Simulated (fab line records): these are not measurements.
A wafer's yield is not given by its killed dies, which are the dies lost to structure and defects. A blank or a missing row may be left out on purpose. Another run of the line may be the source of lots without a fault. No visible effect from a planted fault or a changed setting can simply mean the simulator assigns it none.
Chamber matching -- flow nandHarc -- NHARC_A_ONON_D1_DEP_33 on pecvd-02 has 3 sister chambers
The step deposits SiO2, target thk 200 nm. 18 wafers are shown with their chamber, then 9 later ones without.

== EACH WAFER AND ITS CHAMBER ==
wafer,chamber,throttleValvePct (%),heaterPowerW (W)
L984.1,1,16.1,516
L984.2,0,16.4,636
L984.5,2,15.4,607
L988.3,2,15.2,516
L988.5,0,16.6,562
L988.6,1,16.3,492
L991.2,2,15.2,532
L991.4,2,15.3,533
L991.6,1,15.5,401
L993.3,1,15.4,399
L993.5,1,15.6,416
L993.6,2,15.6,550
L994.1,2,15.2,559
L994.5,1,15.5,490
L994.6,0,16.5,616
L997.4,0,16.5,591
L997.5,1,15.7,480
L997.6,2,15.4,484

SIGNATURES, as means of the wafers listed above
reading,chamber 0,chamber 1,chamber 2,scatter within a chamber
throttleValvePct,16.500,15.729,15.329,0.238
heaterPowerW,601.25,456.29,540.14,41.9
Rule: distance of a wafer from a chamber = root of the sum over the readings of ((wafer's reading minus chamber's mean) / reading's scatter) squared. The wafer belongs to the nearest chamber; if the next one is less than 2 further off, it can't be placed. How the scatter is found: for the shown wafers, subtract from each reading the mean of its chamber, square and add these, divide the total by (wafers less chambers), then take the root.

== WAFERS WHOSE CHAMBER IS MISSING ==
wafer,throttleValvePct (%),heaterPowerW (W)
L998.3,16.0,475
L998.5,16.6,706
L998.6,15.6,477
L100.3,16.7,697
L100.5,16.0,515
L100.6,15.3,506
L104.2,16.4,726
L104.3,15.6,410
L104.5,15.8,419

== THE CHAMBER EACH PASSED THROUGH ==
wafer,from the rows above,in truth
L998.3,can't be placed: 1 or 2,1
L998.5,0,0
L998.6,can't be placed: 1 or 2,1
L100.3,0,0
L100.5,can't be placed: 1 or 2 or 0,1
L100.6,can't be placed: 2 or 1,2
L104.2,0,0
L104.3,1,1
L104.5,1,1
Correct placement for 5 of the 9. These rows do not allow placing 4 (true chamber among the candidates in 4). Placed wrongly: 0.
